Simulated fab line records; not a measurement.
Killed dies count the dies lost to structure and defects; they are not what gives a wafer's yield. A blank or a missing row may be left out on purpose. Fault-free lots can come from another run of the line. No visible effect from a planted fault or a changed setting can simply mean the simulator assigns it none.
A struck lot beside a sound one + flow n5 finfet + 37 out of 1938 route steps
Sound: these wafers, L265.2, L265.4, L265.6. Wafers L259.3, L259.4, L259.6 were the ones struck. Last of all comes the cause.
Order at every step that has rows: each side's tool, ch and its chambers, its first start. Under that, the readings that differ: sound wafers + struck wafers + difference of the means + sigmas: that difference in standard deviations of wafers without a fault.
alike: words and numbers the same on both sides, and readings whose means are apart by under 2 such deviations; not compared: readings that were withheld, readings missing a value for some wafer, numbers with overlapping values and no deviation given by the record, and bounds like >300 which may hide the same value.
Wherever a step has rows on one side only, a row that says differs or no value, or a row with sigmas, the two part there. Non-overlapping numbers with no deviation appear without sigmas and do not part them. A reading that every wafer of one side lacks parts them only if that side has two wafers or more.

first, 9 steps without rows for these wafers: N5_BEOL_M4_ANNEAL_95 (time 240 s); N5_BEOL_M4_SPUTTER_96 (material Cu, target thk 4.5 nm, time 8.29 s); N5_BEOL_M4_ECD_50 (material Cu, target thk 300 nm); N5_BEOL_M4_ANNEAL_51 (time 90 s); N5_BEOL_M4_CMP_52 (polishes, stops on SiOC, t overpolish 6.8 s, target thk 40 nm); N5_BEOL_M4_PRE_CLEAN_60 (time 15 s); N5_BEOL_M4_CO_CAP_55 (material Co, precursor CCTBA/H2, target thk 2 nm, time 102.1 s); N5_BEOL_M4_PRE_CLEAN_56 (time 15 s); N5_BEOL_M4_DEP_57 (deposits SiCN from 3MS/NH3, target thk 8 nm, time 14 s).
N5_BEOL_M4_RC_MEAS_101:
  sound on prober-02 ch 0, day 14 02:21; struck on prober-02 ch 0, day 12 14:48
| reading        | sound             | struck            | difference | sigmas |
|----------------|-------------------|-------------------|------------|--------|
| IOFF_N (nA/um) | 0.109 0.127 0.129 | 0.178 0.145 0.218 | +0.059     | +2     |
| IOFF_P (nA/um) | 0.16 0.18 0.18    | 0.24 0.22 0.29    | +0.08      | +2     |
| VT_P (mV)      | -255 -255 -254    | -247 -249 -246    | +7         | +2     |
  alike: DIBL_N, DIBL_P, ION_N, ION_P, SS_N, SS_P, VT_N
then, 24 steps without rows for these wafers: N5_BEOL_M5_ILD_DEP_00 (deposits SiCOH lowk from DEMS/porogen, target thk 140.64 nm, time 25.9 s); N5_BEOL_M5_CURE_79 (cures SiCOH lowk, time 240 s); N5_BEOL_M5_PECVD_70 (deposits SiO2 from TEOS/O2, target thk 16 nm, time 18 s); N5_BEOL_M5_HM_DEP_02 (deposits TiN, target thk 20 nm); N5_BEOL_M5_COAT_59 (time 60 s, resist thk 60 nm); N5_BEOL_M5_COAT_60 (time 60 s, resist thk 12 nm); N5_BEOL_M5_COAT_71 (time 60 s, resist thk 5 nm); N5_BEOL_M5_COAT_05 (resist thk 30 nm); N5_BEOL_M5_EBR_07; N5_BEOL_M5_SOFTBAKE_06 (time 60 s); N5_BEOL_M5_EXPOSE_08 (exposes mask M5, target cd 28 nm); N5_BEOL_M5_PEB_09 (peb time 60 s); N5_BEOL_M5_DEVELOP_10 (develop time 30 s); N5_BEOL_M5_DESCUM_16 (chemistry O2, time 7 s); N5_BEOL_M5_ETCH_72 (etches underlayer in N2/H2, target depth 6.5 nm, time 5.2 s); N5_BEOL_M5_ETCH_61 (etches SiARC in CF4, target depth 15.6 nm, time 26 s); N5_BEOL_M5_ETCH_62 (etches SOC in N2/H2, target depth 75 nm, overetch 15 nm, time 112.5 s); N5_BEOL_M5_STRIP_63 (strips in N2/H2); N5_BEOL_M5_STRIP_73 (strips in N2/H2); N5_BEOL_M5_STRIP_64 (strips in CF4); N5_BEOL_M5_HM_OPEN_17 (chemistry Cl2/BCl3, target TiN, target depth 20 nm, overetch 6 nm); N5_BEOL_M5_STRIP_19 (strips in O2); N5_BEOL_M5_COAT_65 (time 60 s, resist thk 60 nm); N5_BEOL_M5_COAT_66 (time 60 s, resist thk 12 nm).
-- here the record skips 2 days between the struck wafers' starts before and after, leaving off in module BEOL_M5 and picking up in module BEOL_M10 (first step shown: number 1524 of the route) --
N5_BEOL_M10_ALD_74: deposits TaN, target thk 2 nm, pulse time 2 s, purge time 3 s.
  sound on ald metal-02 ch 1,3, day 16 11:13; struck on ald metal-04 ch 1,2,3, day 14 21:02
  no value came back on the struck wafers for any of 5 readings (ald cycles, chamber pressure Torr (Torr) and others); on the sound wafers ald cycles reads 40 40 40
N5_BEOL_M10_CMP_52: polishes, stops on SiCOH lowk, t overpolish 7 s, target thk 140 nm.
  sound on cmp-03 ch 0,1,2, day 16 12:43; struck on cmp-01 ch 0,2,3, day 14 22:07
| reading                      | sound          | struck         | difference | sigmas |
|------------------------------|----------------|----------------|------------|--------|
| barrier field endpoint s (s) | 28.8 29.3 29.6 | 25.4 26.5 26.2 | -3.2       | -4     |
  alike: motor current A
-- a jump in the record: the struck wafers' starts before and after are 2 days apart (it breaks off in module BEOL_M10 and resumes in module PASSIVATION, where the first step shown is number 1936 of the route) --
N5_PASSIVATION_PROBE_49:
  sound on prober-02, day 18 11:46; struck on prober-02, day 17 05:06
| reading                  | sound          | struck            | difference | sigmas      |
|--------------------------|----------------|-------------------|------------|-------------|
| defect limited yield (%) | 91.9 90.0 94.3 | 0 0 0             | -92        | -66         |
| killed_at_M4_up          | 11 6 6         | 1108 1080 1073    | +1079      | +99 or more |
| killed dies              | 96 118 67      | 1180 1180 1180    | +1086      | +64         |
| killed on rim            | 13 12 8        | 152 152 152       | +141       | +32         |
| sort_bin_4_leakage (%)   | 0 0 0          | 93.31 90.08 89.32 | +90.90     |             |
| sort n pass              | 1084 1062 1113 | 0 0 0             | -1086      | -64         |
| sort yield pct (%)       | 91.9 90.0 94.3 | 0 0 0             | -92        | -61         |
  alike: killed_at_M0_to_M3, killed at contacts, killed at front end, killed at other, killed open, killed short, sort_bin_5_function, sort_bin_6_memory

## WHERE THEY PART
Earliest at N5_BEOL_M4_RC_MEAS_101; latest, in this record, at N5_PASSIVATION_PROBE_49.

WHY: the cause the simulator had injected
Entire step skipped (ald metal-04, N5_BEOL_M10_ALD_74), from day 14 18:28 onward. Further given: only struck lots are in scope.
